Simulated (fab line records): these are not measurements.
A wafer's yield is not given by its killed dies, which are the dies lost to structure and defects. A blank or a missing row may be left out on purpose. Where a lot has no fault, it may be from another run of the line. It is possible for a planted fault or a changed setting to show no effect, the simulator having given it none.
Split-lot study || flow n5 finfet || 21 wafers read across 7 lots, on a route 1938 steps long

ABOUT THE SPLIT
At N5_BEOL_M7_TRENCH_ETCH_37 (etches SiCOH lowk in C4F6/O2, target depth 93.478 nm, time 31.2 s), the setting time s was moved away from the recipe's 31.2 s on 7 of the 21 wafers read, by -22.3% to +13.7%. The other wafers ran this setting at the recipe's value.

FROM THE SPLIT TO THE READING: what the file shows between them, 12 steps
- N5_BEOL_M7_ETCH_41: etches SiCN in CH3F/O2, target depth 31.9 nm, time 57.8 s (also split here: source w)
- N5_BEOL_M7_STRIP_80: strips in N2/H2, time 10 s
- N5_BEOL_M7_OCD_MEAS_38
- N5_BEOL_M7_HM_STRIP_39: strips TiN in peroxide tin strip, target depth 25 nm, time 158 s
- N5_BEOL_M7_SRD_40: time 30 s
- N5_BEOL_M7_PRECLEAN_42: cleans in residue remover, time 60 s
- N5_BEOL_M7_ECD_50: material Cu, target thk 300 nm
- N5_BEOL_M7_ANNEAL_51: time 90 s
- N5_BEOL_M7_CMP_52: polishes, stops on SiCOH lowk, t overpolish 6.9 s, target thk 80 nm
- N5_BEOL_M7_THK_MEAS_53: measures by xrf
- N5_BEOL_M7_PRE_CLEAN_55: time 15 s
- N5_BEOL_M7_DEP_56: deposits SiCN from 3MS/NH3, target thk 10 nm, time 17.5 s

THE READING
M7_RS, in ohm/sq, at N5_BEOL_M7_RS_MEAS_57 (measures by four-point-probe). Typical for fault-free wafers on this fab line: 0.289 ohm/sq, with standard deviation 0.0079 ohm/sq.

{"wafer": "L074.1", "tool, chamber at the split": "rie diel-01, 1", "time s as run, s": 24.4, "against the recipe": "-21.8%", "M7_RS, ohm/sq": 0.402, "against lot-mates on the recipe": "no lot-mate on the recipe"}
{"wafer": "L074.2", "tool, chamber at the split": "rie diel-01, 0", "time s as run, s": 24.4, "against the recipe": "-21.8%", "M7_RS, ohm/sq": 0.415, "against lot-mates on the recipe": "no lot-mate on the recipe"}
{"wafer": "L074.6", "tool, chamber at the split": "rie diel-01, 0", "time s as run, s": 24.4, "against the recipe": "-21.8%", "M7_RS, ohm/sq": 0.429, "against lot-mates on the recipe": "no lot-mate on the recipe"}
{"wafer": "L078.2", "tool, chamber at the split": "rie diel-06, 3", "time s as run, s": 31.2, "against the recipe": "recipe", "M7_RS, ohm/sq": 0.298, "against lot-mates on the recipe": "-"}
{"wafer": "L078.3", "tool, chamber at the split": "rie diel-06, 2", "time s as run, s": 31.2, "against the recipe": "recipe", "M7_RS, ohm/sq": 0.293, "against lot-mates on the recipe": "-"}
{"wafer": "L078.4", "tool, chamber at the split": "rie diel-06, 0", "time s as run, s": 31.2, "against the recipe": "recipe", "M7_RS, ohm/sq": 0.295, "against lot-mates on the recipe": "-"}
{"wafer": "L080.1", "tool, chamber at the split": "rie diel-06, 0", "time s as run, s": 31.2, "against the recipe": "recipe", "M7_RS, ohm/sq": 0.289, "against lot-mates on the recipe": "-"}
{"wafer": "L080.3", "tool, chamber at the split": "rie diel-06, 3", "time s as run, s": 31.2, "against the recipe": "recipe", "M7_RS, ohm/sq": 0.306, "against lot-mates on the recipe": "-"}
{"wafer": "L080.4", "tool, chamber at the split": "rie diel-06, 1", "time s as run, s": 31.2, "against the recipe": "recipe", "M7_RS, ohm/sq": 0.283, "against lot-mates on the recipe": "-"}
{"wafer": "L081.2", "tool, chamber at the split": "rie diel-01, 2", "time s as run, s": 31.2, "against the recipe": "recipe", "M7_RS, ohm/sq": 0.294, "against lot-mates on the recipe": "-"}
{"wafer": "L081.4", "tool, chamber at the split": "rie diel-01, 0", "time s as run, s": 31.2, "against the recipe": "recipe", "M7_RS, ohm/sq": 0.295, "against lot-mates on the recipe": "-"}
{"wafer": "L081.5", "tool, chamber at the split": "rie diel-01, 1", "time s as run, s": 31.2, "against the recipe": "recipe", "M7_RS, ohm/sq": 0.289, "against lot-mates on the recipe": "-"}
{"wafer": "L089.1", "tool, chamber at the split": "rie diel-03, 1", "time s as run, s": 31.2, "against the recipe": "recipe", "M7_RS, ohm/sq": 0.283, "against lot-mates on the recipe": "-"}
{"wafer": "L089.2", "tool, chamber at the split": "rie diel-03, 3", "time s as run, s": 35.47, "against the recipe": "+13.7%", "M7_RS, ohm/sq": 0.237, "against lot-mates on the recipe": -0.046}
{"wafer": "L089.3", "tool, chamber at the split": "rie diel-03, 0", "time s as run, s": 35.47, "against the recipe": "+13.7%", "M7_RS, ohm/sq": 0.242, "against lot-mates on the recipe": -0.041}
{"wafer": "L091.2", "tool, chamber at the split": "rie diel-01, 2", "time s as run, s": 31.2, "against the recipe": "recipe", "M7_RS, ohm/sq": 0.293, "against lot-mates on the recipe": "-"}
{"wafer": "L091.4", "tool, chamber at the split": "rie diel-01, 3", "time s as run, s": 24.23, "against the recipe": "-22.3%", "M7_RS, ohm/sq": 0.411, "against lot-mates on the recipe": "+0.118"}
{"wafer": "L091.5", "tool, chamber at the split": "rie diel-01, 1", "time s as run, s": 24.23, "against the recipe": "-22.3%", "M7_RS, ohm/sq": 0.415, "against lot-mates on the recipe": "+0.122"}
{"wafer": "L093.1", "tool, chamber at the split": "rie diel-01, 2", "time s as run, s": 31.2, "against the recipe": "recipe", "M7_RS, ohm/sq": 0.286, "against lot-mates on the recipe": "-"}
{"wafer": "L093.2", "tool, chamber at the split": "rie diel-01, 0", "time s as run, s": 31.2, "against the recipe": "recipe", "M7_RS, ohm/sq": 0.294, "against lot-mates on the recipe": "-"}
{"wafer": "L093.4", "tool, chamber at the split": "rie diel-01, 1", "time s as run, s": 31.2, "against the recipe": "recipe", "M7_RS, ohm/sq": 0.289, "against lot-mates on the recipe": "-"}

FIT RESULTS
A straight line over all 21 wafers: M7_RS changes by -0.00522 ohm/sq for each +1% of time s; r = -0.99; the points scatter about the line by 0.0093 ohm/sq.
The same after taking each lot's own level away (the mean of its wafers on the recipe; 18 wafers): -0.00472 ohm/sq for each +1%; r = -0.98; scatter 0.0094 ohm/sq.
Per that fit: largest time s move, reading shift of 0.11 ohm/sq.
The lots' own levels span 0.2830 to 0.2953 ohm/sq, that is 1.6 times the standard deviation above.
In other words, the slope is changed by the lot-to-lot level; the two fits disagree.
Check: with one of the wafers moved furthest among these (-22.3%) left out of the fit, the line predicts +0.104 ohm/sq for it against its lot-mates. It came out at +0.118 ohm/sq against them.

THESE WAFERS: OTHER SPLITS
Note: prior to the reading, these wafers also went through further splits. Each is held against what the fit with the lots' levels taken away leaves over:
{"other split on the same wafers": "N5_BEOL_M5_COAT_66 spin rpm", "wafers away from the commonest value": 4, "r with M7_RS (lot level and that fit taken away)": "+0.02"}
{"other split on the same wafers": "N5_BEOL_M6_DESCUM_33 time s", "wafers away from the commonest value": 8, "r with M7_RS (lot level and that fit taken away)": "+0.10"}
{"other split on the same wafers": "N5_BEOL_M7_PECVD_70 temp c", "wafers away from the commonest value": 4, "r with M7_RS (lot level and that fit taken away)": -0.52}
{"other split on the same wafers": "N5_BEOL_M7_ETCH_41 source w", "wafers away from the commonest value": 6, "r with M7_RS (lot level and that fit taken away)": -0.04}

THE WHOLE CHAIN: every reading that the file lists as answering this split, in the file's order
{"step": "N5_BEOL_M7_TRENCH_ETCH_37", "what it does": "etches SiCOH lowk in C4F6/O2, target depth 93.478 nm, time 31.2 s", "reading": "etch.depth nm (the simulator's own value, which no gauge read)", "change (the file's fit)": "+0.881 nm for each +1% of the setting", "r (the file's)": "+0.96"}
{"step": "N5_BEOL_M7_TRENCH_ETCH_37", "what it does": "etches SiCOH lowk in C4F6/O2, target depth 93.478 nm, time 31.2 s", "reading": "BEOL_M7.feature depth nm (the simulator's own value, which no gauge read)", "change (the file's fit)": "+0.879 nm for each +1% of the setting", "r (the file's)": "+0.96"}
{"step": "N5_BEOL_M7_OCD_MEAS_38", "what it does": "", "reading": "trench depth nm", "change (the file's fit)": "+0.869 nm for each +1% of the setting", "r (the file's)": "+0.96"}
{"step": "N5_BEOL_M7_CMP_52", "what it does": "polishes, stops on SiCOH lowk, t overpolish 6.9 s, target thk 80 nm", "reading": "Cu_of_BEOL_M7_ECD_50.thk nm (the simulator's own value, which no gauge read)", "change (the file's fit)": "+0.882 nm for each +1% of the setting", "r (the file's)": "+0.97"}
{"step": "N5_BEOL_M7_THK_MEAS_53", "what it does": "measures by xrf", "reading": "M7_THK", "change (the file's fit)": "+0.876 for each +1% of the setting", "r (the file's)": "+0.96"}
{"step": "N5_BEOL_M7_RS_MEAS_57", "what it does": "measures by four-point-probe", "reading": "M7_RS", "change (the file's fit)": "-0.00477 for each +1% of the setting", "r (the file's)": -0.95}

THE FILE'S OWN FIT
M7_RS changes by -0.00477 ohm/sq for each +1% of time s, r = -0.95.
